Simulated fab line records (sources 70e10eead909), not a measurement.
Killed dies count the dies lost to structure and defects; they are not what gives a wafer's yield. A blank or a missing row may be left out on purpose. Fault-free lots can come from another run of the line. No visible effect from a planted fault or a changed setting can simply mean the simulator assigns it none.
Struck lot and sound lot, side by side    flow nand-harc    41 steps out of a route of 1302
Sound: the wafers L206.1, L206.4, L206.5. The struck wafers were L199.2, L199.3, L199.4. The cause comes at the end.
Order at every step that has rows: each side's tool, ch and its chambers, its first start. Under that, the readings that differ: sound wafers    struck wafers    difference of the means    sigmas: that difference in standard deviations of wafers without a fault.
alike: readings with means less than 2 such deviations apart, plus words and numbers identical on both sides. not compared: withheld readings, readings lacking a value on some wafer, bounds such as >300 that could conceal the same value, and numbers that have no deviation in the record and whose values overlap.
A row with sigmas, a row that says differs or no value, or rows on one side alone: a step with any of these is where the two part. When numbers do not overlap yet have no deviation, they are printed without sigmas and do not part them. A reading missing from all wafers of one side parts the sides only when that side holds two or more wafers.

NHARC_A_CHANNEL_FILL_D2_ALD_02: deposits SiO2, target thk 6 nm, pulse time 10 s, ald cycles 60.
  sound on ald-hk-02 ch 1,2, day 17 20:05; struck on ald-hk-04 ch 1,2,3, day 15 02:17
  alike: heater-power-w, precursor-pulse-height-rel, susceptor-temp-C
NHARC_A_CHANNEL_FILL_D2_ALD_03: deposits SiNx, target thk 6 nm, pulse time 60 s, ald cycles 58.
  sound: ald-sin-batch-01 ch 0; struck: ald-sin-batch-02 ch 0
reading               sound  struck                difference                    sigmas
susceptor-temp-C (C)  - - -  630.10 629.85 629.78  no value on the sound wafers  
  alike: precursor-pulse-height-rel
then, 1 step without rows for these wafers: NHARC_A_CHANNEL_FILL_D2_ALD_14 (deposits SiO2, target thk 2.5 nm, pulse time 10 s, ald cycles 25).
NHARC_A_CHANNEL_FILL_D2_ALD_15: deposits SiNx, target thk 2 nm, pulse time 60 s, ald cycles 19.
  sound: ald-sin-batch-02 ch 0; struck: ald-sin-batch-03 ch 0
reading               sound                 struck  difference                     sigmas
susceptor-temp-C (C)  630.29 629.79 630.25  - - -   no value on the struck wafers  
  alike: precursor-pulse-height-rel
then, 5 steps without rows for these wafers: NHARC_A_CHANNEL_FILL_D2_ALD_16 (deposits SiO2, target thk 1.5 nm, pulse time 10 s, ald cycles 15); NHARC_A_CHANNEL_FILL_D2_ANNEAL_17 (time 1800 s); NHARC_A_CHANNEL_FILL_D2_CVD_18 (deposits poly-Si, target thk 3 nm); NHARC_A_CHANNEL_FILL_D2_ETCHBACK_19 (etches the open film in HBr/Cl2, target depth 5 nm, time 1.7 s); NHARC_A_CHANNEL_FILL_D2_ETCHBACK_20 (etches the open film in C4F8/O2/Ar, target depth 27 nm, time 13.5 s).
NHARC_A_CHANNEL_FILL_D2_STRIP_28: strips in O2, time 20 s.
  sound on rie-diel-08 ch 1,2,3, day 18 17:17; struck on rie-diel-08 ch 1,2,3, day 16 01:58
  alike: chamber-pressure-mTorr, drypump-motor-current-A, oes-product-au, rf-vpp-V, showerhead-plenum-p-Torr, throttle-valve-pct
  not compared: rf-hours-counter-h
then, 2 steps without rows for these wafers: NHARC_A_CHANNEL_FILL_D2_PRECLEAN_21 (cleans in dHF, time 30 s); NHARC_A_CHANNEL_FILL_D2_SRD_23.
NHARC_A_CHANNEL_FILL_D2_CVD_05: deposits poly-Si, target thk 5 nm.
  sound on lpcvd-poly-01 ch 0, day 18 19:45; struck on lpcvd-poly-02, day 16 05:40
  no value came back on the struck wafers for spike-tc-bottom-C (C), spike-tc-centre-C (C); on the sound wafers spike-tc-bottom-C (C) reads 570.7 570.7 571.0
then, 1 step without rows for these wafers: NHARC_A_CHANNEL_FILL_D2_ANNEAL_22 (time 7200 s).
NHARC_A_CHANNEL_FILL_D2_THK_MEAS_06: measures by ellipsometry.
  struck on film-metro-01, day 16 14:57; sound on film-metro-01, day 19 05:03
reading      sound        struck       difference  sigmas
thk-nm (nm)  4.4 6.2 4.6  3.3 2.4 3.2  -2.1        -2
then, 8 steps without rows for these wafers: NHARC_A_CHANNEL_FILL_D2_ALD_25 (deposits SiOx, target thk 60 nm, pulse time 10 s, ald cycles 600); NHARC_A_CHANNEL_FILL_D2_ETCHBACK_08 (etches the open film in C4F8, target depth 220 nm, time 110 s); NHARC_A_CHANNEL_FILL_D2_STRIP_29 (strips in O2, time 20 s); NHARC_A_CHANNEL_FILL_D2_PRECLEAN_30 (cleans in dHF, time 30 s); NHARC_A_CHANNEL_FILL_D2_SRD_31; NHARC_A_CHANNEL_FILL_D2_CVD_09 (deposits poly-Si, target thk 150 nm, time 3000 s); NHARC_A_CHANNEL_FILL_D2_CMP_10 (polishes, target thk 150 nm); NHARC_A_CHANNEL_FILL_D2_SRD_12.
NHARC_A_CHANNEL_FILL_D2_RTA_24: time 5 s.
  sound on rtp-anneal-01 ch 0, day 19 16:51; struck on rtp-anneal-02 ch 0, day 17 02:44
reading              sound           struck          difference  sigmas
lamp-power-pct (%)   29.8 29.9 29.9  27.0 27.0 27.0  -2.9        -2
lamp_zone_6_pct (%)  29.8 29.8 29.8  27.0 27.0 27.0  -2.8        -2
  alike: anneal-temp-c-max, wafer_temp_C_max
NHARC_A_CHANNEL_FILL_D2_INSPECT_13:
  struck on defect-inspect-02, day 17 02:54; sound on defect-inspect-02, day 19 17:02
  alike: raw-defect-count
then, 14 steps without rows for these wafers: NHARC_A_STAIRCASE_DEP_156 (deposits SiNx, target thk 50 nm); NHARC_A_STAIRCASE_DEHYDRATE_158 (time 120 s); NHARC_A_STAIRCASE_HMDS_159 (time 30 s); NHARC_A_STAIRCASE_COAT_160; NHARC_A_STAIRCASE_SOFTBAKE_161 (time 170 s); NHARC_A_STAIRCASE_EBR_162; NHARC_A_STAIRCASE_EXPOSE_163 (exposes mask STAIR OPEN); NHARC_A_STAIRCASE_PEB_164 (peb time 130 s); NHARC_A_STAIRCASE_DEVELOP_165 (time 140 s); NHARC_A_STAIRCASE_HARDBAKE_167 (time 140 s); NHARC_A_STAIRCASE_DESCUM_168 (chemistry O2, time 3 s); NHARC_A_STAIRCASE_ETCH_169 (etches the open film in CH3F/O2, target depth 50 nm, time 107.1 s); NHARC_A_STAIRCASE_ETCH_170 (etches the open film in C4F6/O2, target depth 200 nm, time 66.667 s); NHARC_A_STAIRCASE_STRIP_171 (strips in O2).
-- record jumps: 9 days between struck wafers' starts before vs after; left off in module A_STAIRCASE, resumes in module END, first step shown is number 1301 of the route --
NHARC_END_WLT_00:
  struck on prober-01, day 26 09:13; sound on prober-01, day 28 06:54
reading                            sound              struck             difference  sigmas
VT_DECK1_BOTTOM                    0.881 0.876 0.871  5.987 6.024 6.015  +5.133      +99 or more
VT_DECK1_BOTTOM_INNER              0.875 0.880 0.872  5.971 5.968 6.007  +5.106      +99 or more
VT_DECK1_MEDIAN_NEAR_BOTTOM        0.877 0.875 0.871  5.993 5.976 5.996  +5.114      +99 or more
VT_DECK1_MEDIAN_NEAR_BOTTOM_INNER  0.872 0.881 0.862  6.015 6.019 5.933  +5.117      +99 or more
VT_DECK1_MIDDLE                    0.889 0.883 0.892  5.996 5.999 5.985  +5.105      +99 or more
VT_DECK1_MIDDLE_INNER              0.888 0.892 0.890  5.978 5.984 6.008  +5.100      +99 or more
VT_DECK1_TOP                       0.893 0.900 0.905  6.007 5.995 5.977  +5.094      +99 or more
VT_DECK1_TOP_INNER                 0.900 0.903 0.905  6.029 6.011 6.006  +5.113      +99 or more
VT_DECK2_BOTTOM                    0.862 0.876 0.872  5.949 5.962 6.042  +5.114      +99 or more
VT_DECK2_BOTTOM_INNER              0.873 0.874 0.877  5.963 6.071 6.019  +5.143      +99 or more
VT_DECK2_MEDIAN_NEAR_BOTTOM        0.872 0.879 0.882  5.978 6.005 5.964  +5.105      +99 or more
VT_DECK2_MEDIAN_NEAR_BOTTOM_INNER  0.870 0.883 0.882  6.025 5.974 5.984  +5.116      +99 or more
VT_DECK2_MIDDLE                    0.886 0.885 0.890  5.951 5.960 6.021  +5.090      +99 or more
VT_DECK2_MIDDLE_INNER              0.884 0.885 0.893  5.994 5.985 6.013  +5.110      +99 or more
VT_DECK2_TOP                       0.899 0.895 0.895  6.033 6.031 5.988  +5.121      +99 or more
VT_DECK2_TOP_INNER                 0.892 0.902 0.898  5.989 6.004 5.971  +5.091      +99 or more
  not compared: hold
NHARC_END_SORT_01:
  the record has rows for the sound wafers here (prober-01 ch 0, day 28 09:53) and none for the struck ones

WHERE THEY PART
First at NHARC_A_CHANNEL_FILL_D2_ALD_03; last, within this record, at NHARC_END_SORT_01.

WHY: the cause the simulator had injected
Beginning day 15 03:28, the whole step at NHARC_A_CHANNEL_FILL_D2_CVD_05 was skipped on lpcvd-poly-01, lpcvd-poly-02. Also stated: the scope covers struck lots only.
